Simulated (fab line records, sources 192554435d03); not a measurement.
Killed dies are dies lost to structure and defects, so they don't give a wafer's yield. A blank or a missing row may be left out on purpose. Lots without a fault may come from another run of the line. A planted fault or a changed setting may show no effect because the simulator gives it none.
fab line records | flow n5_finfet
record lots=4 wafers=12 last_day=15
route steps=1938 shown BEOL_M3@1005 BEOL_M4@1021 PASSIVATION@1936
lots that met no fault: from a run of the same line without faults
start_h: hours from the record's first day to the start of the lot's first wafer shown | wait_h: hours since the lot's step before | " the same as in the row above | L1.1+2: a row that stands for several wafers | - no value, or no start given | * or withheld: withheld | < > ~ a bound
route shown NAME@n: a module of which the file shows steps, and the number in the route of the first | usual: mean/standard deviation of fault-free wafers | same: alike in all rows | chamber/n: place in a boat | sites: the reading at each site | _std_site: their standard deviation | _edge_site: outer sites' mean less inner sites' | radius_mm: how far each site lies from the wafer's centre | mask NAME#n: copy n | behind: the tool/chamber that last shaped the wafer | hold: why the lot was held/for how many hours/how that ended | device: the transistor (n, p or np) that didn't switch | end of line: the same wafers' tests at the end of the route | a step without rows: its recipe alone | killed: dies lost to structure and defects at the first sort, not the wafer's yield | map: a wafer's dies, x killed, . not, _ none there
set.NAME: the setting as run; set.NAME@STEP: as run at that earlier step | model.NAME: the simulator's own value behind a step, which no gauge read
lots at some steps of the route; a table a step, a row a wafer
services: from which hour (start_h, from the record's first day; less than 0 if before it) a tool's chamber was out of use, for how many hours, and why
## steps
# step N5_BEOL_M3_ANNEAL_91
# recipe temp_c=400 time_s=240 ambient=vacuum
# step N5_BEOL_M3_SPUTTER_92
# recipe material=Cu target_thk_a=45 temp_c=-20 chamber_pressure_pa=0.07 power_w=withheld time_s=8.29
# step N5_BEOL_M3_ANNEAL_93
# recipe temp_c=400 time_s=240 ambient=vacuum
# step N5_BEOL_M3_SPUTTER_94
# recipe material=Cu target_thk_a=45 temp_c=-20 chamber_pressure_pa=0.07 power_w=withheld time_s=8.29
# step N5_BEOL_M3_ANNEAL_95
# recipe temp_c=400 time_s=240 ambient=vacuum
# step N5_BEOL_M3_SPUTTER_96
# recipe material=Cu target_thk_a=45 temp_c=-20 chamber_pressure_pa=0.07 power_w=withheld time_s=8.29
# step N5_BEOL_M3_ECD_50
# recipe material=Cu target_thk_a=3000
# step N5_BEOL_M3_ANNEAL_51
# recipe temp_c=225 time_s=90 ambient=N2
# step N5_BEOL_M3_CMP_52
# recipe stop_on=SiOC t_overpolish_s=6.8 down_force_psi=1 platen_rpm=50 clearing_platen_down_force_psi=1.5 clearing_platen_rpm=50 post_cmp_clean=cu_alkaline target_thk_nm=40 clearing_platen_pad_velocity_m_s=0.99484 pad_velocity_m_s=0.99484
# step N5_BEOL_M3_PRE_CLEAN_60
# recipe gas=NH3/H2 time_s=15 temp_c=* rf_power_w=300
# step N5_BEOL_M3_CO_CAP_55
# recipe material=Co target_thk_a=20 temp_c=200 precursor=CCTBA/H2 pressure_torr=30 time_s=102.1
# step N5_BEOL_M3_PRE_CLEAN_56
# recipe gas=NH3 time_s=15 temp_c=withheld rf_power_w=300
# columns lot.wafer tool chamber start_h wait_h
L861.1+5+6 pecvd-03 2,0,2 160.00 0.1
L870.1+2+6 pecvd-03 1,0,1 206.70 0.1
L872.1+3+6 pecvd-03 1,1,0 215.91 0.1
L875.2+3+6 pecvd-02 1,2,0 235.81 0.1
# step N5_BEOL_M3_DEP_57
# recipe material=SiCN target_thk_a=80 temp_c=withheld precursor=3MS/NH3 pressure_torr=3 rf_w=202 time_s=14
# step N5_BEOL_M3_INSPECT_59
# recipe inspect_instrument=darkfield mode=post_dep
# usual raw_defect_count=68/24
# columns lot.wafer tool chamber start_h wait_h raw_defect_count
L861.1 defect_inspect-02 - 160.12 0.0 38
L861.5 " - " " 62
L861.6 " - " " 56
L870.1 defect_inspect-02 - 206.85 0.0 863
L870.2 " - " " 46
L870.6 " - " " 852
L872.1 defect_inspect-02 - 216.06 0.0 833
L872.3 " - " " 942
L872.6 " - " " 76
L875.2 defect_inspect-02 - 235.92 0.0 58
L875.3 " - " " 46
L875.6 " - " " 63
# step N5_BEOL_M4_ILD_DEP_00
# recipe material=SiOC target_thk_a=790 temp_c=350 precursor=DEMS/O2 pressure_torr=5 rf_w=500 time_s=15.3
# step N5_BEOL_M4_PECVD_72
# recipe material=SiO2 target_thk_a=160 temp_c=400 precursor=TEOS/O2 pressure_torr=5.5 rf_w=450 teos_flow_sccm=53.8 gas=O2 flow_sccm=3000 time_s=18
# step N5_BEOL_M4_HM_DEP_02
# recipe material=TiN target_thk_a=200 temp_c=25 chamber_pressure_pa=0.49996
# step N5_BEOL_M4_COAT_61
# recipe resist=SOC temp_c=250 time_s=60 spin_rpm=1500 resist_thk_nm=60
# step N5_BEOL_M4_COAT_62
# recipe resist=SiARC temp_c=220 time_s=60 spin_rpm=1500 resist_thk_nm=12
# step N5_BEOL_M4_COAT_73
# recipe resist=underlayer temp_c=205 time_s=60 spin_rpm=1500 resist_thk_nm=5
# step N5_BEOL_M4_COAT_05
# recipe resist=CAR-EUV spin_rpm=1500 resist_thk_nm=30
# step N5_BEOL_M4_EBR_07
# recipe solvent=PGMEA ebr_width_mm=1.5
# step N5_BEOL_M4_SOFTBAKE_06
# recipe temp_c=110 time_s=60 resist=CAR-EUV
# step N5_BEOL_M4_EXPOSE_08
# recipe mask_id=M4 na=0.33 source_shape=dipole sigma_inner=0.369 sigma_outer=0.767 polarization=unpolarized dose_mj=41.25
# step N5_BEOL_M4_PEB_09
# recipe peb_temp_c=100 peb_time_s=60 resist=CAR-EUV
# step N5_BEOL_M4_DEVELOP_10
# recipe develop_time_s=30 developer=TMAH resist=CAR-EUV rinse_liquid=surfactant_rinse dry=air_spin dev_temp_c=23
# step N5_BEOL_M4_INSPECT_13
# recipe mode=adi inspect_instrument=brightfield
# usual raw_defect_count=414/90
# columns lot.wafer tool chamber start_h wait_h raw_defect_count
L861.1 defect_inspect-02 - 160.92 0.1 469
L861.5 " - " " 468
L861.6 " - " " 384
L870.1 defect_inspect-02 - 208.74 0.1 1054
L870.2 " - " " 300
L870.6 " - " " 1068
L872.1 defect_inspect-02 - 218.30 0.1 1076
L872.3 " - " " 1206
L872.6 " - " " 383
L875.2 defect_inspect-02 - 238.23 0.0 347
L875.3 " - " " 370
L875.6 " - " " 345
# step N5_BEOL_M4_DESCUM_16
# recipe chemistry=O2 time_s=7 source_power_w=50 bias_power_w=20 pressure_mtorr=20 rf_frequency_hz=2.712e+07 temp_c=40 resist=CAR-EUV o2_flow_sccm=225
# step N5_BEOL_M4_RC_MEAS_101
# usual DIBL_N=36.4/1.4 DIBL_P=36.3/1.8 IOFF_N=0.163/0.024 IOFF_P=0.21/0.034 ION_N=673/11 ION_P=461/7.4 SS_N=71.6/0.52 SS_P=73.3/0.58 VT_N=249.4/2.5 VT_P=-250/3.5
# columns lot.wafer tool chamber start_h wait_h DIBL_N[mV/V] DIBL_P[mV/V] IOFF_N[nA/um] IOFF_P[nA/um] ION_N[uA/um] ION_P[uA/um] SS_N[mV/dec] SS_P[mV/dec] VT_N[mV] VT_P[mV]
L861.1 prober-02 0 167.98 0.0 35.4 34.2 0.145 0.17 670 457 70.8 73.4 249.5 -256
L861.5 " 0 " " 34.0 32.1 0.119 0.15 660 447 70.7 72.3 255.6 -256
L861.6 " 0 " " 36.3 35.4 0.157 0.19 670 455 71.6 73.8 252.5 -253
L870.1 prober-01 0 224.94 0.0 35.1 35.1 0.141 0.18 661 451 71.4 73.3 252.1 -255
L870.2 " 0 " " 35.3 36.1 0.152 0.20 667 458 71.4 72.9 250.6 -251
L870.6 " 0 " " 35.3 35.9 0.148 0.19 669 454 71.3 73.2 251.1 -252
L872.1 prober-01 0 228.77 0.0 37.1 36.4 0.171 0.21 697 468 72.2 73.7 247.3 -251
L872.3 " 0 " " 34.6 33.9 0.134 0.18 672 461 71.6 73.0 252.5 -252
L872.6 " 0 " " 33.0 31.1 0.109 0.15 673 466 71.1 72.8 252.5 -255
L875.2 prober-01 0 258.07 0.2 37.5 37.5 0.201 0.25 678 462 72.1 73.9 247.8 -248
L875.3 " 0 " " 37.8 38.8 0.212 0.27 681 466 72.2 73.9 247.0 -246
L875.6 " 0 " " 34.7 35.5 0.158 0.21 678 466 71.9 73.9 249.5 -249
# step N5_PASSIVATION_PROBE_49
# usual defect_limited_yield=91.4/1.6 killed_at_M0_to_M3=34/12 killed_at_M4_up=13/5.2 killed_at_contacts=11/5.5 killed_at_front_end=40/13 killed_at_other=3.4/2.7 killed_dies=102/19 killed_on_rim=13/4.3 killed_open=66/15 killed_short=33/7.9 sort_bin_5_function=5.1/1.1 sort_bin_6_memory=3.2/0.7 sort_n_pass=1078/19 sort_yield_pct=91.4/1.6
# same gross_dies=1180 killed_at_back_side=0 sort_bin_4_leakage[%]=0 sort_bin_8_speed[%]=0
# columns lot.wafer tool chamber start_h wait_h defect_limited_yield[%] killed_at_M0_to_M3 killed_at_M4_up killed_at_contacts killed_at_front_end killed_at_other killed_dies killed_on_rim killed_open killed_short sort_bin_5_function[%] sort_bin_6_memory[%] sort_n_pass sort_yield_pct[%]
L870.1 prober-02 - 328.00 0.0 85.2 121 8 6 40 0 175 30 68 28 8.4 4.0 1005 85.2
L870.6 prober-02 - 328.25 0.3 86.2 117 11 13 21 1 163 31 50 28 8.4 2.9 1017 86.2
L872.1 prober-02 - 341.60 0.0 83.1 133 16 12 34 4 199 36 76 40 10.1 4.4 981 83.1
L872.3 prober-02 - 341.70 0.1 82.6 149 12 11 32 1 205 32 76 42 10.4 4.2 975 82.6
# killed by level:class
L870.1 BEOL_M3:unspecified=79 FIN_SAQP:geometric_particle:short=14 BEOL_M2:geometric_particle:open=12 STI_FIN_REVEAL:geometric_particle:open=10 BEOL_M1:geometric_particle:open=9 BEOL_M3:geometric_particle:open=8 MOL_CONTACT_COAG:geometric_particle:open=6 BEOL_M0_SAQP:geometric_particle:short=6
L870.6 BEOL_M3:unspecified=85 MOL_CONTACT_COAG:geometric_particle:open=8 BEOL_M0_SAQP:geometric_particle:open=8 BEOL_M0_SAQP:geometric_particle:short=7 FIN_SAQP:geometric_particle:open=6 STI_FIN_REVEAL:geometric_particle:open=5 MOL_CONTACT_COAG:geometric_particle:short=5 BEOL_M2:geometric_particle:open=5
L872.1 BEOL_M3:unspecified=79 BEOL_M2:geometric_particle:open=19 BEOL_M0_SAQP:geometric_particle:short=13 MOL_CONTACT_COAG:geometric_particle:open=11 BEOL_M0_SAQP:geometric_particle:open=10 FIN_SAQP:geometric_particle:short=9 BEOL_M4:geometric_particle:open=9 FIN_SAQP:geometric_particle:open=5
L872.3 BEOL_M3:unspecified=87 BEOL_M0_SAQP:geometric_particle:short=19 BEOL_M2:geometric_particle:open=18 BEOL_M0_SAQP:geometric_particle:open=15 MOL_CONTACT_COAG:geometric_particle:open=11 FIN_SAQP:geometric_particle:short=10 BEOL_M4:geometric_particle:open=7 STI_FIN_REVEAL:geometric_particle:open=6
# map L870.1 (x killed, . not)
_________________............________________
______________.................._____________
___________................xx...x..__________
__________..x.x.....x.....x........._________
________.............................._______
_______...x.x........x......x.........x______
______x........................x...x..xx_____
_____.............x.........x..x.x..xxxxx____
____......x.........................xxxxxx___
___.............x..x...x....xx...xx.xxxxxxx__
___..x..........xx..x........x....xxxxxxxxx__
__..........x.x..x................xxxxxxxxxx_
__...........x...x...x........x.x..xxxxxxxxx_
_...................x.....x.........xxxxxxxxx
_......x.......................x...xx.xxxxxxx
_.x......x...............x............xxxxxxx
_...................x.....x...x........x..xxx
_xx.......x...............................x.x
_.x..................................x...x.x.
_x..........x.........x.....................x
_.....x................x...x.................
__............xxx.x.........xx.............._
__....x......x...............x....x........._
___xx......................................__
___.x....x....x........................x...__
____...x............x.....................___
_____............x............xx.........____
______..............................x..._____
_______....................x...........______
________.........xx................x.._______
__________........x................._________
___________...........x............__________
______________x............x...._____________
_________________...x......x.________________
# map L872.3 (x killed, . not)
_________________xx..........________________
______________......x...x......._____________
___________.................xx.....__________
__________............x..xx........._________
________......xx.............x........_______
_______........x.............x........x______
______................xx.x.......x....x._____
_____........................x..x..x.xxxx____
____x....x..x.......xx.....x..x..xx.xxxxxx___
___xx............x.................x.xxxxxx__
___.........x...............x...xxxxxxxxxxx__
__....x...............x........xx.xxxxxxxxxx_
__...x.......x.........x............xxxxxxxx_
_...........x...............x....xxxxxxxxxxxx
_..x..x.........................x.xxxxxxxxxxx
_.xx....x..........x..x..x....x...xxxx.xxxxxx
_..............x.x.............xx...x.xx.x.x.
_.............x....x.............x.......xxx.
_x..x..x....x..x......x....x................x
_..........................x.................
_.......x...........x...x...................x
__.....x..........x..x.......x.............._
__x.......x.x..........x...................._
___..x................x.................x..__
___.......x...x.............x....x.....x...__
____...x...x...x.................x....x...___
_____....x......x.............x..x.......____
______..............x..x..............x._____
_______.........x.....x.............x..______
________...x.........................x_______
__________.x.................x......_________
___________x..x..x.x...............__________
______________.x........x......._____________
_________________....x.......________________
## services
# columns tool chamber start_h hours kind
pecvd-02 - 137.13 1.7 repair
pecvd-02 1 151.52 2.1 scheduled_down
pecvd-03 2 202.38 - clean
pecvd-03 2 202.38 - consumable_replace:showerhead
pecvd-03 2 202.38 29.0 scheduled_down
pecvd-03 2 202.38 29.0 vent_cycle
## key
first_sign step=N5_BEOL_M3_INSPECT_59 reading=raw_defect_count direction=up sigmas=33 usual=68 struck=872
effect step=N5_BEOL_M4_INSPECT_13 reading=raw_defect_count direction=up sigmas=7.6 usual=414 struck=1101
effect step=N5_PASSIVATION_PROBE_49 reading=killed_at_M0_to_M3 direction=up sigmas=8.1 usual=34 struck=130
more_kills_born_at N5_BEOL_M3_PRE_CLEAN_56@pecvd-03=330
met_at N5_BEOL_M3_PRE_CLEAN_56
struck_wafers L870.1,L870.6,L872.1,L872.3
fault kind=chamber_particle_source tool=pecvd-03 chamber=1 onset_h=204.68 steps=N5_BEOL_M3_PRE_CLEAN_56 rate_per_visit_cm2=1.2536 end_h=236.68
